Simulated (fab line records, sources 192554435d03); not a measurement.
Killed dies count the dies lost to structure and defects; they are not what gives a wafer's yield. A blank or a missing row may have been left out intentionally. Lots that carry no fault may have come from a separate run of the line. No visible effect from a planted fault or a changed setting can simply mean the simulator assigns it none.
Split-lot trial || flow n5_finfet || on a route of 1938 steps: 7 lots, 39 wafers read

## SPLIT DETAILS
At N5_FIN_SAQP_MANDREL_ETCH_22 (etches a-Si in HBr/Cl2, stops on SiNx, target depth 60 nm, bt time 10 s, time 30 s), the setting target_depth_a was moved away from the recipe's 600 angstrom on 9 of the 39 wafers read, by -9.8% to -3.6%. For the rest of the wafers, this setting stayed at what the recipe calls for.

The reading comes from the split's own step.

## THE READING
SOC_of_FIN_SAQP_COAT_49.thk_nm (the simulator's own value, which no gauge read), in nm, at N5_FIN_SAQP_MANDREL_ETCH_22 (etches a-Si in HBr/Cl2, stops on SiNx, target depth 60 nm, bt time 10 s, time 30 s). The file gives no usual value for it. The 30 wafers here that ran the recipe average 76.01 nm, standard deviation 0.47 nm.

{"wafer": "L076.1", "tool, chamber at the split": "rie_si-04, 0", "target_depth_a as run, angstrom": 600, "against the recipe": "recipe", "SOC_of_FIN_SAQP_COAT_49.thk_nm, nm": 75.62, "against lot-mates on the recipe": "-"}
{"wafer": "L076.2", "tool, chamber at the split": "rie_si-04, 3", "target_depth_a as run, angstrom": 600, "against the recipe": "recipe", "SOC_of_FIN_SAQP_COAT_49.thk_nm, nm": 75.54, "against lot-mates on the recipe": "-"}
{"wafer": "L076.3", "tool, chamber at the split": "rie_si-04, 2", "target_depth_a as run, angstrom": 600, "against the recipe": "recipe", "SOC_of_FIN_SAQP_COAT_49.thk_nm, nm": 75.29, "against lot-mates on the recipe": "-"}
{"wafer": "L076.4", "tool, chamber at the split": "rie_si-04, 1", "target_depth_a as run, angstrom": 600, "against the recipe": "recipe", "SOC_of_FIN_SAQP_COAT_49.thk_nm, nm": 75.01, "against lot-mates on the recipe": "-"}
{"wafer": "L076.5", "tool, chamber at the split": "rie_si-04, 2", "target_depth_a as run, angstrom": 600, "against the recipe": "recipe", "SOC_of_FIN_SAQP_COAT_49.thk_nm, nm": 75.05, "against lot-mates on the recipe": "-"}
{"wafer": "L076.6", "tool, chamber at the split": "rie_si-04, 1", "target_depth_a as run, angstrom": 600, "against the recipe": "recipe", "SOC_of_FIN_SAQP_COAT_49.thk_nm, nm": 75.3, "against lot-mates on the recipe": "-"}
{"wafer": "L077.1", "tool, chamber at the split": "rie_si-02, 1", "target_depth_a as run, angstrom": 600, "against the recipe": "recipe", "SOC_of_FIN_SAQP_COAT_49.thk_nm, nm": 76.45, "against lot-mates on the recipe": "-"}
{"wafer": "L077.2", "tool, chamber at the split": "rie_si-02, 3", "target_depth_a as run, angstrom": 600, "against the recipe": "recipe", "SOC_of_FIN_SAQP_COAT_49.thk_nm, nm": 76.3, "against lot-mates on the recipe": "-"}
{"wafer": "L077.3", "tool, chamber at the split": "rie_si-02, 2", "target_depth_a as run, angstrom": 600, "against the recipe": "recipe", "SOC_of_FIN_SAQP_COAT_49.thk_nm, nm": 76.26, "against lot-mates on the recipe": "-"}
{"wafer": "L077.4", "tool, chamber at the split": "rie_si-02, 0", "target_depth_a as run, angstrom": 600, "against the recipe": "recipe", "SOC_of_FIN_SAQP_COAT_49.thk_nm, nm": 76.38, "against lot-mates on the recipe": "-"}
{"wafer": "L077.5", "tool, chamber at the split": "rie_si-02, 0", "target_depth_a as run, angstrom": 600, "against the recipe": "recipe", "SOC_of_FIN_SAQP_COAT_49.thk_nm, nm": 76.36, "against lot-mates on the recipe": "-"}
{"wafer": "L077.6", "tool, chamber at the split": "rie_si-02, 3", "target_depth_a as run, angstrom": 600, "against the recipe": "recipe", "SOC_of_FIN_SAQP_COAT_49.thk_nm, nm": 76.31, "against lot-mates on the recipe": "-"}
{"wafer": "L078.1", "tool, chamber at the split": "rie_si-06, 0", "target_depth_a as run, angstrom": 600, "against the recipe": "recipe", "SOC_of_FIN_SAQP_COAT_49.thk_nm, nm": 75.92, "against lot-mates on the recipe": "-"}
{"wafer": "L078.2", "tool, chamber at the split": "rie_si-06, 2", "target_depth_a as run, angstrom": 600, "against the recipe": "recipe", "SOC_of_FIN_SAQP_COAT_49.thk_nm, nm": 75.91, "against lot-mates on the recipe": "-"}
{"wafer": "L078.3", "tool, chamber at the split": "rie_si-06, 1", "target_depth_a as run, angstrom": 578.1, "against the recipe": "-3.6%", "SOC_of_FIN_SAQP_COAT_49.thk_nm, nm": 76.59, "against lot-mates on the recipe": "+0.83"}
{"wafer": "L078.4", "tool, chamber at the split": "rie_si-06, 3", "target_depth_a as run, angstrom": 578.1, "against the recipe": "-3.6%", "SOC_of_FIN_SAQP_COAT_49.thk_nm, nm": 77, "against lot-mates on the recipe": "+1.24"}
{"wafer": "L078.5", "tool, chamber at the split": "rie_si-06, 2", "target_depth_a as run, angstrom": 600, "against the recipe": "recipe", "SOC_of_FIN_SAQP_COAT_49.thk_nm, nm": 75.44, "against lot-mates on the recipe": "-"}
{"wafer": "L078.6", "tool, chamber at the split": "rie_si-06, 1", "target_depth_a as run, angstrom": 578.1, "against the recipe": "-3.6%", "SOC_of_FIN_SAQP_COAT_49.thk_nm, nm": 76.89, "against lot-mates on the recipe": "+1.13"}
{"wafer": "L081.1", "tool, chamber at the split": "rie_si-04, 1", "target_depth_a as run, angstrom": 600, "against the recipe": "recipe", "SOC_of_FIN_SAQP_COAT_49.thk_nm, nm": 75.41, "against lot-mates on the recipe": "-"}
{"wafer": "L081.2", "tool, chamber at the split": "rie_si-04, 0", "target_depth_a as run, angstrom": 551.4, "against the recipe": "-8.1%", "SOC_of_FIN_SAQP_COAT_49.thk_nm, nm": 77.92, "against lot-mates on the recipe": "+2.10"}
{"wafer": "L081.3", "tool, chamber at the split": "rie_si-04, 3", "target_depth_a as run, angstrom": 551.4, "against the recipe": "-8.1%", "SOC_of_FIN_SAQP_COAT_49.thk_nm, nm": 77.87, "against lot-mates on the recipe": "+2.05"}
{"wafer": "L081.4", "tool, chamber at the split": "rie_si-04, 2", "target_depth_a as run, angstrom": 600, "against the recipe": "recipe", "SOC_of_FIN_SAQP_COAT_49.thk_nm, nm": 76.01, "against lot-mates on the recipe": "-"}
{"wafer": "L081.5", "tool, chamber at the split": "rie_si-04, 0", "target_depth_a as run, angstrom": 551.4, "against the recipe": "-8.1%", "SOC_of_FIN_SAQP_COAT_49.thk_nm, nm": 77.66, "against lot-mates on the recipe": "+1.84"}
{"wafer": "L081.6", "tool, chamber at the split": "rie_si-04, 3", "target_depth_a as run, angstrom": 600, "against the recipe": "recipe", "SOC_of_FIN_SAQP_COAT_49.thk_nm, nm": 76.04, "against lot-mates on the recipe": "-"}
{"wafer": "L082.3", "tool, chamber at the split": "rie_si-04, 2", "target_depth_a as run, angstrom": 600, "against the recipe": "recipe", "SOC_of_FIN_SAQP_COAT_49.thk_nm, nm": 75.97, "against lot-mates on the recipe": "-"}
{"wafer": "L082.4", "tool, chamber at the split": "rie_si-04, 3", "target_depth_a as run, angstrom": 600, "against the recipe": "recipe", "SOC_of_FIN_SAQP_COAT_49.thk_nm, nm": 75.93, "against lot-mates on the recipe": "-"}
{"wafer": "L082.6", "tool, chamber at the split": "rie_si-04, 3", "target_depth_a as run, angstrom": 600, "against the recipe": "recipe", "SOC_of_FIN_SAQP_COAT_49.thk_nm, nm": 76.16, "against lot-mates on the recipe": "-"}
{"wafer": "L090.1", "tool, chamber at the split": "rie_si-02, 3", "target_depth_a as run, angstrom": 600, "against the recipe": "recipe", "SOC_of_FIN_SAQP_COAT_49.thk_nm, nm": 76.63, "against lot-mates on the recipe": "-"}
{"wafer": "L090.2", "tool, chamber at the split": "rie_si-02, 1", "target_depth_a as run, angstrom": 600, "against the recipe": "recipe", "SOC_of_FIN_SAQP_COAT_49.thk_nm, nm": 76.54, "against lot-mates on the recipe": "-"}
{"wafer": "L090.3", "tool, chamber at the split": "rie_si-02, 2", "target_depth_a as run, angstrom": 600, "against the recipe": "recipe", "SOC_of_FIN_SAQP_COAT_49.thk_nm, nm": 76.49, "against lot-mates on the recipe": "-"}
{"wafer": "L090.4", "tool, chamber at the split": "rie_si-02, 0", "target_depth_a as run, angstrom": 600, "against the recipe": "recipe", "SOC_of_FIN_SAQP_COAT_49.thk_nm, nm": 76.6, "against lot-mates on the recipe": "-"}
{"wafer": "L090.5", "tool, chamber at the split": "rie_si-02, 3", "target_depth_a as run, angstrom": 600, "against the recipe": "recipe", "SOC_of_FIN_SAQP_COAT_49.thk_nm, nm": 76.57, "against lot-mates on the recipe": "-"}
{"wafer": "L090.6", "tool, chamber at the split": "rie_si-02, 0", "target_depth_a as run, angstrom": 600, "against the recipe": "recipe", "SOC_of_FIN_SAQP_COAT_49.thk_nm, nm": 76.53, "against lot-mates on the recipe": "-"}
{"wafer": "L094.1", "tool, chamber at the split": "rie_si-06, 3", "target_depth_a as run, angstrom": 541.3, "against the recipe": "-9.8%", "SOC_of_FIN_SAQP_COAT_49.thk_nm, nm": 78.77, "against lot-mates on the recipe": "+2.70"}
{"wafer": "L094.2", "tool, chamber at the split": "rie_si-06, 2", "target_depth_a as run, angstrom": 600, "against the recipe": "recipe", "SOC_of_FIN_SAQP_COAT_49.thk_nm, nm": 75.8, "against lot-mates on the recipe": "-"}
{"wafer": "L094.3", "tool, chamber at the split": "rie_si-06, 0", "target_depth_a as run, angstrom": 541.3, "against the recipe": "-9.8%", "SOC_of_FIN_SAQP_COAT_49.thk_nm, nm": 78.51, "against lot-mates on the recipe": "+2.44"}
{"wafer": "L094.4", "tool, chamber at the split": "rie_si-06, 1", "target_depth_a as run, angstrom": 600, "against the recipe": "recipe", "SOC_of_FIN_SAQP_COAT_49.thk_nm, nm": 76.17, "against lot-mates on the recipe": "-"}
{"wafer": "L094.5", "tool, chamber at the split": "rie_si-06, 3", "target_depth_a as run, angstrom": 600, "against the recipe": "recipe", "SOC_of_FIN_SAQP_COAT_49.thk_nm, nm": 76.23, "against lot-mates on the recipe": "-"}
{"wafer": "L094.6", "tool, chamber at the split": "rie_si-06, 0", "target_depth_a as run, angstrom": 541.3, "against the recipe": "-9.8%", "SOC_of_FIN_SAQP_COAT_49.thk_nm, nm": 78.44, "against lot-mates on the recipe": "+2.37"}

THE FIT
A straight line over all 39 wafers: SOC_of_FIN_SAQP_COAT_49.thk_nm changes by -0.246 nm for each +1% of target_depth_a; r = -0.88; the points scatter about the line by 0.44 nm.
The same after taking each lot's own level away (the mean of its wafers on the recipe; 39 wafers): -0.255 nm for each +1%; r = -0.98; scatter 0.18 nm.
That fit puts the effect of the largest move of target_depth_a on the reading at 2.5 nm.
Measured against the standard deviation above, the lots' own levels, which go from 75.302 to 76.560 nm, span 2.7 times it.
So the lot-to-lot level changes the slope little: the two slopes agree.
Check: +2.45 nm against its lot-mates is what the line predicts for one of the wafers moved furthest among these (-9.8%) when that wafer is left out of the fit. Against them it came out at +2.7 nm.

## FILE'S OWN FIT
SOC_of_FIN_SAQP_COAT_49.thk_nm changes by -0.255 nm for each +1% of target_depth_a, r = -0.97.
